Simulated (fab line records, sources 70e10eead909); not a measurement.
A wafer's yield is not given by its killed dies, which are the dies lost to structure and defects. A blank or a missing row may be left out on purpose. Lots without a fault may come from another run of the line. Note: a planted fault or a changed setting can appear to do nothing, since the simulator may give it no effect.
Which of the tools did it? | flow nand harc | Sampling: 11 lots, 33 wafers, 3 of 1159 route steps

## WHAT THE GAUGES READ, wafer by wafer
NHARC_A_BLC_CD_MEAS_10 targets a cd of 100 nm.
lot  | measured     | on        | cd nm (nm)
L454 | day 17 21:24 | cd sem-03 | 101.2 100.1 100.9
L456 | day 17 20:45 | cd sem-02 | 99.9 100.0 100.6
L453 | day 18 00:29 | cd sem-03 | 100.2 99.5 100.2
L457 | day 18 03:53 | cd sem-01 | 100.4 100.4 99.3
L458 | day 18 08:13 | cd sem-03 | 99.9 101.1 100.5
L461 | day 19 23:52 | cd sem-02 | 100.7 99.7 100.2
L464 | day 20 01:37 | cd sem-03 | 99.8 100.3 100.2
L466 | day 20 16:28 | cd sem-01 | 99.6 100.5 99.7
L471 | day 21 17:37 | cd sem-03 | 101.4 101.0 100.3
L474 | day 22 16:16 | cd sem-03 | 99.9 99.5 100.4
L476 | day 23 03:58 | cd sem-02 | 100.2 100.4 100.0

## WHAT TOOL EACH LOT RAN ON (gives the tool, then ch and the chambers of the sampled wafers, and finally the start)
lot  | NHARC_A_CONTACT_ETCH_30                       | NHARC_A_CONTACT_ETCH_110
L454 | rie diel-10 ch 0,3, day 17 14:08 or earlier   | rie diel-10 ch 0,1,2, day 17 14:08
L456 | rie diel-10 ch 0,1,2, day 17 14:07 or earlier | rie diel-06 ch 2,3, day 17 14:07
L453 | rie diel-06 ch 1,2,3, day 17 21:58 or earlier | rie diel-03 ch 0,1,2, day 17 21:58
L457 | rie diel-10 ch 0,2,3, day 18 01:02 or earlier | rie diel-06 ch 0,1,3, day 18 01:02
L458 | rie diel-03 ch 0,1,2, day 18 05:35 or earlier | rie diel-06 ch 0,2, day 18 05:35
L461 | rie diel-10 ch 0,3, day 19 21:13 or earlier   | rie diel-03 ch 0,3, day 19 21:13
L464 | rie diel-06 ch 0,2,3, day 19 23:04 or earlier | rie diel-03 ch 1,3, day 19 23:04
L466 | rie diel-06 ch 0,2,3, day 20 11:12 or earlier | rie diel-06 ch 2,3, day 20 11:12
L471 | rie diel-06 ch 0,1,3, day 21 13:53 or earlier | rie diel-03 ch 1,2,3, day 21 13:53
L474 | rie diel-03 ch 0,3, day 22 13:46 or earlier   | rie diel-03 ch 0,2,3, day 22 13:46
L476 | rie diel-03 ch 0,1, day 23 01:09 or earlier   | rie diel-10 ch 0,2,3, day 23 01:09
- NHARC_A_CONTACT_ETCH_30: etches the open film in CF4/CHF3, target depth 60.5 nm, time 30.2 s.
- NHARC_A_CONTACT_ETCH_110: etches the open film in CF4/O2, target depth 50 nm, overetch 5 nm, time 27.5 s.

## THE ANSWER, worked out from the rows above alone
Rule: usual is defined by the lots themselves. The widest of any qualifying gaps counts: lots, ordered by their means at a reading, are off when they make up no more than a third of the lots, leave a main group of 4 or more, and stand apart from it by 3 or more times the standard deviation of that group's means. A main group whose means are all the same, to the digits that the tables above print for the reading, isn't used. Also off: a lot with no number at a reading for which 4 or more lots have one. The other lots that the step has rows for count as sound.
None of the lots is off at any reading shown; this tells nothing.

## WHAT THE SIMULATOR PUT IN
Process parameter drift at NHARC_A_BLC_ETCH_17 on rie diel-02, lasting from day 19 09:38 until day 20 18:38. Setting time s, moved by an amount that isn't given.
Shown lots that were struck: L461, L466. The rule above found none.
